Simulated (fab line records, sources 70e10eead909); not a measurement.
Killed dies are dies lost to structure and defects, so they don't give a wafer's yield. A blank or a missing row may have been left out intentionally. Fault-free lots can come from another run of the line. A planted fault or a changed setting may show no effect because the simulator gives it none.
fab line records	flow nandHarc
[record] lots = 12	wafers = 36	lastDay = 24
route steps=1159 shown P_GATE@131 END@1159
lots that met no fault: taken from a fault-free run of the same line
startH: hours from the record's opening day to when the first of the lot's shown wafers began	waitH: hours elapsed since this lot's preceding step	" unchanged from the row above	L1.1+2: several wafers, shown together as one row	- no value, or no start was given	* or withheld: withheld	< > ~ a bound
route shown NAME@n: names a module that has steps shown in the file, with the first one's number in the route	usual: mean and standard deviation over wafers with no fault	same: alike in all rows	chamber/n: place in a boat	sites: readings site by site	_std_site: the standard deviation of these	_edge_site: inner sites' mean taken away from outer sites' mean	radiusMm: for every site, how far away it sits from the centre of the wafer	mask NAME#n: copy n	behind: tool/chamber where the wafer was last shaped	hold: cause of the lot's hold/its duration in hours/its outcome	device: which transistor (n, p or np) failed to switch	end of line: the route-end tests of the same wafers	step lacking rows: just its recipe	killed: at the first sort, the dies lost to defects and structure; wafer yield is something else	map: a wafer's dies, marking killed ones x, the rest . and places with no die _
set.NAME: the setting the step ran with; set.NAME@STEP: the setting that earlier step ran with	model.NAME: the simulator's own value behind a step, which no gauge read
route steps across a sampled set of lots; one table per step, one row per wafer
services: from which hour (startH, from the record's first day; less than 0 if before it) a tool's chamber was out of use, for how many hours, and why
[[steps]]
[step NHARC_P_GATE_HM_DEP_102]
[recipe] targetThkA = 1200	tempC = 400	material = aC
[usual] throttleValvePct = 35.000/0.0091
lot.wafer	tool	chamber	startH	waitH	throttleValvePct
L812.2	aclDep-02	0	94.93	1.4	34.991
L812.3	"	0	"	"	35.004
L812.5	"	0	"	"	35.007
L810.2	aclDep-03	0	95.05	1.5	35.006
L810.3	"	0	"	"	35.003
L810.5	"	0	"	"	34.994
L816.3	aclDep-02	0	128.12	0.6	34.993
L816.5	"	0	"	"	35.005
L816.6	"	0	"	"	35.008
L821.1	aclDep-02	0	166.24	0.4	35.011
L821.2	"	0	"	"	35.007
L821.3	"	0	"	"	34.984
L822.3	aclDep-03	0	166.45	0.6	35.008
L822.5	"	0	"	"	35.003
L822.6	"	0	"	"	34.980
L823.3	aclDep-01	0	179.37	3.5	34.996
L823.5	"	0	"	"	34.990
L823.6	"	0	"	"	34.994
L824.2	aclDep-03	0	179.85	4.0	35.006
L824.3	"	0	"	"	35.005
L824.5	"	0	"	"	34.988
L827.1	aclDep-02	0	195.24	0.4	35.008
L827.2	"	0	"	"	35.007
L827.4	"	0	"	"	35.001
L828.1	aclDep-01	0	195.62	0.8	35.019
L828.3	"	0	"	"	34.992
L828.6	"	0	"	"	35.002
L829.2	aclDep-01	0	208.26	0.7	35.003
L829.3	"	0	"	"	34.996
L829.4	"	0	"	"	34.999
L831.1	aclDep-01	0	221.45	0.4	34.998
L831.5	"	0	"	"	35.008
L831.6	"	0	"	"	35.002
L832.1	aclDep-01	0	222.09	1.0	35.002
L832.2	"	0	"	"	35.002
L832.3	"	0	"	"	35.007
[step NHARC_P_GATE_ETCH_32]
[recipe] targetDepthA = 1500	overEtchFrac = 1	overEtchIonEnergyEv = 40	timeS = 100.1	hbrFlowSccm = 150	cl2FlowSccm = 50	rfW = 400	icpW = 400	biasW = 100	chemistry = HBr/Cl2
[usual] chamberPressureMTorr = 14.999/0.014	drypumpMotorCurrentA = 5.9/0.42	oesProductAu = 0.994/0.0099	throttleValvePct = 26.405/0.009
lot.wafer	tool	chamber	startH	waitH	chamberPressureMTorr	drypumpMotorCurrentA	oesProductAu	rfHoursCounterH	throttleValvePct
L810.3	rieSi-03	0	97.21	-	15.011	6.3	1.001	1.3	26.405
L810.2	"	2	"	"	14.999	5.8	1.002	1.1	26.422
L810.5	"	0	"	"	14.965	6.3	0.999	-	26.409
L812.3	rieSi-02	0	97.34	-	14.975	5.5	0.995	0.4	26.402
L812.2	"	2	"	"	15.004	6.6	0.984	0.4	26.401
L812.5	"	0	"	"	15.027	5.5	1.002	-	26.401
L816.3	rieSi-02	1	130.27	-	14.995	6.3	0.998	0.8	26.387
L816.6	"	0	"	"	15.005	5.5	0.989	-	26.402
L816.5	"	1	"	"	15.010	6.3	1.016	-	26.409
L821.3	rieSi-03	0	168.22	-	14.999	6.3	0.998	0.0	26.407
L821.2	"	1	"	"	14.990	5.6	1.000	0.0	26.400
L821.1	"	3	"	"	14.987	5.7	1.001	0.0	26.395
L822.3	rieSi-02	1	168.44	-	15.015	6.2	0.992	1.1	26.401
L822.6	"	0	"	"	14.998	5.5	0.983	-	26.402
L822.5	"	1	"	"	14.989	6.2	0.997	-	26.413
L823.3	rieSi-03	0	181.68	-	14.993	6.3	1.007	0.2	26.411
L823.5	"	1	"	"	14.997	5.6	0.999	-	26.400
L823.6	"	2	"	"	14.979	5.8	0.999	-	26.412
L824.3	rieSi-06	2	182.06	-	14.997	6.2	0.988	1.4	26.401
L824.2	"	3	"	"	14.983	5.4	0.988	1.5	26.419
L824.5	"	0	"	"	14.994	6.7	0.992	-	26.427
L827.1	rieSi-06	0	197.52	-	15.008	6.7	0.991	0.0	26.399
L827.4	"	1	"	"	14.982	5.1	0.989	0.0	26.397
L827.2	"	2	"	"	15.007	6.2	1.002	0.1	26.402
L828.3	rieSi-02	3	198.01	-	14.983	5.7	0.992	1.3	26.415
L828.1	"	0	"	"	14.987	5.5	1.007	1.6	26.416
L828.6	"	3	"	"	14.998	5.6	0.981	-	26.414
L829.4	rieSi-03	1	210.02	-	15.012	5.6	0.983	0.5	26.398
L829.2	"	2	"	"	15.002	5.8	0.994	0.5	26.401
L829.3	"	0	"	"	15.009	6.3	1.006	0.5	26.422
L831.1	rieSi-03	3	223.70	-	15.005	5.7	1.008	0.7	26.393
L831.5	"	1	"	"	14.992	5.6	0.976	-	26.391
L831.6	"	2	"	"	15.010	5.8	0.992	-	26.410
L832.2	rieSi-02	1	224.09	-	14.986	6.3	1.000	0.0	26.391
L832.1	"	2	"	"	14.982	6.6	1.009	0.0	26.409
L832.3	"	3	"	"	15.000	5.6	0.996	0.0	26.397
[step NHARC_P_GATE_EXPOSE_43]
[recipe] na = 0.6	targetCdNm = 720	doseMj = 14.81	maskId = P_NSD
lot.wafer	tool	chamber	startH	waitH	mask
L810.2+3+5	krfScanner-03	0	108.44	-	P_NSD_R1#0
L812.2+3+5	krfScanner-02	0	108.66	-	P_NSD#0
L816.3+5+6	krfScanner-03	0	141.42	-	P_NSD#0
L821.1+2+3	krfScanner-01	0	179.44	-	P_NSD#0
L822.3+5+6	krfScanner-03	0	180.06	-	P_NSD#0
L823.3+5+6	krfScanner-01	0	193.15	-	P_NSD#0
L824.2+3+5	krfScanner-02	0	193.32	-	P_NSD#0
L827.1+2+4	krfScanner-03	0	208.74	-	P_NSD#0
L828.1+3+6	krfScanner-03	0	211.27	-	P_NSD#0
L829.2+3+4	krfScanner-03	0	221.05	-	P_NSD#0
L831.1+5+6	krfScanner-03	0	234.72	-	P_NSD#0
L832.1+2+3	krfScanner-03	0	235.19	-	P_NSD#0
[step NHARC_P_GATE_CD_MEAS_46]
[recipe] targetCdNm = 720	landingEnergyEv = 500
[usual] cdNm = 719.4/1.6
lot.wafer	tool	chamber	startH	waitH	cdNm
L810.2	cdSem-03	0	108.59	-	595.4
L810.3	"	0	"	"	597.1
L810.5	"	0	"	"	597.2
L812.2	cdSem-01	0	108.82	-	718.3
L812.3	"	0	"	"	718.8
L812.5	"	0	"	"	716.2
L816.3	cdSem-02	0	141.57	-	718.5
L816.5	"	0	"	"	719.0
L816.6	"	0	"	"	720.5
L821.1	cdSem-03	0	179.60	-	721.4
L821.2	"	0	"	"	719.7
L821.3	"	0	"	"	722.1
L822.3	cdSem-02	0	180.21	-	721.3
L822.5	"	0	"	"	718.2
L822.6	"	0	"	"	719.5
L823.3	cdSem-03	0	193.31	-	721.7
L823.5	"	0	"	"	720.5
L823.6	"	0	"	"	722.2
L824.2	cdSem-02	0	193.48	-	721.0
L824.3	"	0	"	"	718.9
L824.5	"	0	"	"	720.3
L827.1	cdSem-03	0	208.90	-	717.8
L827.2	"	0	"	"	719.9
L827.4	"	0	"	"	718.9
L828.1	cdSem-01	0	211.42	-	717.8
L828.3	"	0	"	"	717.6
L828.6	"	0	"	"	716.8
L829.2	cdSem-02	0	221.20	-	717.4
L829.3	"	0	"	"	719.9
L829.4	"	0	"	"	719.6
L831.1	cdSem-02	0	234.88	-	720.2
L831.5	"	0	"	"	722.6
L831.6	"	0	"	"	721.6
L832.1	cdSem-03	0	235.34	-	720.5
L832.2	"	0	"	"	720.5
L832.3	"	0	"	"	719.0
[step NHARC_P_GATE_DESCUM_48]
[recipe] timeS = 3	o2FlowSccm = 200	arFlowSccm = 0	biasPowerW = 0	chemistry = O2
[usual] chamberPressureMTorr = 60.00/0.059	drypumpMotorCurrentA = 5.6/0.56	oesProductAu = 0.999/0.0087	rfVppV = 57.8/0.86	showerheadPlenumPTorr = 1.93/0.065	throttleValvePct = 11.310/0.0092
lot.wafer	tool	chamber	startH	waitH	chamberPressureMTorr	drypumpMotorCurrentA	oesProductAu	rfHoursCounterH	rfVppV	showerheadPlenumPTorr	throttleValvePct
L810.3	rieDiel-02	0	108.77	-	59.93	4.7	0.996	27	57.2	1.98	11.321
L810.2	"	1	"	"	60.06	5.3	0.985	28	58.7	1.90	11.307
L810.5	"	0	"	"	60.09	4.7	0.997	-	58.0	1.98	11.299
L812.3	rieDiel-03	3	109.03	-	60.05	6.8	1.016	21	57.3	1.91	11.306
L812.2	"	2	"	"	59.98	5.7	0.994	23	57.6	2.04	11.292
L812.5	"	3	"	"	59.93	6.7	1.000	-	58.2	1.91	11.314
L816.3	rieDiel-02	2	141.74	-	59.97	5.3	0.993	28	56.3	1.90	11.310
L816.5	"	1	"	"	59.87	5.3	0.994	-	58.6	1.90	11.319
L816.6	"	2	"	"	59.93	5.3	0.999	-	57.0	1.90	11.304
L821.1	rieDiel-02	3	179.77	-	60.06	5.7	0.986	3	56.5	1.86	11.314
L821.3	"	0	"	"	59.94	4.7	0.991	3	57.6	1.98	11.318
L821.2	"	1	"	"	59.99	5.3	1.005	3	56.7	1.90	11.310
L822.3	rieDiel-02	2	180.39	-	60.03	5.4	1.005	3	56.7	1.90	11.320
L822.5	"	0	"	"	59.96	4.7	1.005	-	58.1	1.98	11.309
L822.6	"	1	"	"	59.95	5.3	1.003	-	58.2	1.90	11.328
L823.3	rieDiel-02	3	193.51	-	60.01	5.7	0.998	6	55.9	1.86	11.312
L823.5	"	1	"	"	59.99	5.3	0.995	-	57.2	1.89	11.314
L823.6	"	2	"	"	59.97	5.3	0.995	-	57.6	1.90	11.308
L824.3	rieDiel-02	3	193.65	-	60.06	5.7	0.989	6	58.2	1.86	11.329
L824.2	"	0	"	"	60.05	4.7	0.996	7	56.8	1.98	11.299
L824.5	"	2	"	"	60.07	5.3	0.991	-	56.9	1.90	11.307
L827.4	rieDiel-03	2	209.07	-	60.15	5.6	1.006	51	57.6	2.03	11.314
L827.2	"	3	"	"	60.03	6.7	1.020	55	57.4	1.90	11.313
L827.1	"	1	"	"	59.95	4.9	1.010	60	59.2	1.98	11.316
L828.3	rieDiel-03	2	211.59	-	59.91	5.6	0.993	51	59.5	2.03	11.318
L828.1	"	3	"	"	59.99	6.7	1.015	55	58.9	1.90	11.322
L828.6	"	2	"	"	60.00	5.6	0.996	-	58.3	2.03	11.301
L829.3	rieDiel-11	3	221.37	-	60.02	5.4	0.996	6	56.2	1.85	11.315
L829.2	"	0	"	"	59.93	6.1	0.980	7	57.4	1.89	11.314
L829.4	"	1	"	"	60.09	6.4	0.996	7	58.1	1.97	11.315
L831.1	rieDiel-02	1	235.08	-	60.06	5.3	0.991	15	55.7	1.89	11.305
L831.5	"	2	"	"	60.04	5.4	0.990	-	56.8	1.89	11.312
L831.6	"	3	"	"	60.22	5.7	0.990	-	56.2	1.85	11.308
L832.3	rieDiel-03	1	235.51	-	59.94	4.9	0.996	5	58.2	1.98	11.306
L832.1	"	2	"	"	60.00	5.6	1.002	5	58.9	2.02	11.305
L832.2	"	3	"	"	60.00	6.7	1.000	3	57.9	1.90	11.300
[step NHARC_END_SORT_01]
[recipe] tempC = 25
[usual] killedAtArray = 26/10	killedAtOther = 0.5/0.87	killedAtPeriphery = 3.0/2.5	killedDies = 29/11	killedOpen = 3.3/1.9	killedShort = 1.8/1.5
[same] grossDies = 677
lot.wafer	tool	chamber	startH	waitH	killedAtArray	killedAtOther	killedAtPeriphery	killedDies	killedOpen	killedShort
L810.2	prober-01	0	461.14	2.8	22	1	302	325	1	1
L810.3	prober-01	0	461.94	3.1	40	1	305	346	7	3
L810.5	prober-01	0	463.53	3.7	20	0	297	317	5	1
// killed by level:class
L810.2 P_GATE:areaExpose=302 A_CHANNEL_HOLE_D1:chamberFilmFlake=7 A_SLIT:chamberFilmFlake=6 A_CONTACT:chamberFilmFlake=3 A_ZERO_WELL:chamberFilmFlake=2 A_WL_FILL:chamberFilmFlake=2 A_ONON_D1:geometricParticle:short=1 A_M0:geometricParticle:open=1
L810.3 P_GATE:areaExpose=305 A_CHANNEL_HOLE_D1:chamberFilmFlake=16 A_SLIT:chamberFilmFlake=6 A_WL_FILL:chamberFilmFlake=4 A_CONTACT:geometricParticle:open=3 A_CONTACT:geometricParticle:short=2 A_M1:geometricParticle:open=2 A_ZERO_WELL:chamberFilmFlake=2
L810.5 P_GATE:areaExpose=294 A_CHANNEL_HOLE_D1:chamberFilmFlake=7 A_SLIT:chamberFilmFlake=5 A_CONTACT:chamberFilmFlake=3 A_CONTACT:geometricParticle:open=2 P_GATE:geometricParticle:open=1 P_CONTACT:geometricParticle:short=1 P_CONTACT:geometricParticle:open=1
[[services]]
tool	chamber	startH	hours	kind
rieSi-02	1	73.84	1.2	repair
rieSi-06	-	75.96	0.9	repair
rieDiel-02	3	77.09	5.6	repair
krfScanner-01	-	84.00	4.0	pm
rieDiel-02	2	95.94	13.9	repair
aclDep-01	-	111.00	13.0	pm
rieDiel-03	2	125.38	6.1	repair
rieDiel-03	-	129.29	0.2	repair
rieDiel-03	0	140.09	5.1	repair
rieDiel-02	3	144.75	8.2	repair
krfScanner-01	-	147.75	7.0	repair
rieDiel-02	-	150.70	9.0	pm
rieSi-03	-	155.00	9.0	pm
rieSi-02	-	158.34	0.2	repair
aclDep-02	-	167.35	13.0	pm
krfScanner-03	-	168.00	4.0	pm
krfScanner-02	-	171.90	2.2	repair
rieDiel-03	2	175.48	10.4	repair
rieSi-06	-	183.00	9.0	pm
rieDiel-02	3	184.48	4.1	repair
rieDiel-02	2	186.18	7.2	repair
rieSi-02	-	211.00	9.0	pm
rieDiel-03	-	215.46	9.0	pm
aclDep-03	-	224.89	13.0	pm
[[key]]
[firstSign] step = NHARC_P_GATE_EXPOSE_43	reading = mask	direction = changed
[effect] step = NHARC_P_GATE_CD_MEAS_46	reading = cdNm	direction = down	sigmas = 78	usual = 719.4	struck = 596.6
[effect] step = NHARC_END_SORT_01	reading = killedAtPeriphery	direction = up	sigmas = 99+	usual = 3.0	struck = 301.3
[moreKillsBornAt] NHARC_P_GATE_EXPOSE_43@krfScanner-03 = 901
metAt NHARC_P_GATE_EXPOSE_43
struckLots L810
testerLeftOut L810
notActingAt NHARC_P_GATE_HM_DEP_102,NHARC_P_GATE_ETCH_32,NHARC_P_GATE_DESCUM_48
[fault] kind = wrongMask	tool = any	chamber = -	onsetH = 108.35	steps = NHARC_P_GATE_EXPOSE_43	auxCopy = P_NSD_R1#0	cdOffsetNm = -122.75	scope = struckLotsOnly
// testerLeftOut: of these lots the tester's yield and bins aren't shown, on N5 and GAA mostly nor the transistor test; their killed dies are dies lost to structure and defects alone, not to doping, threshold or leakage, so they don't give the yield
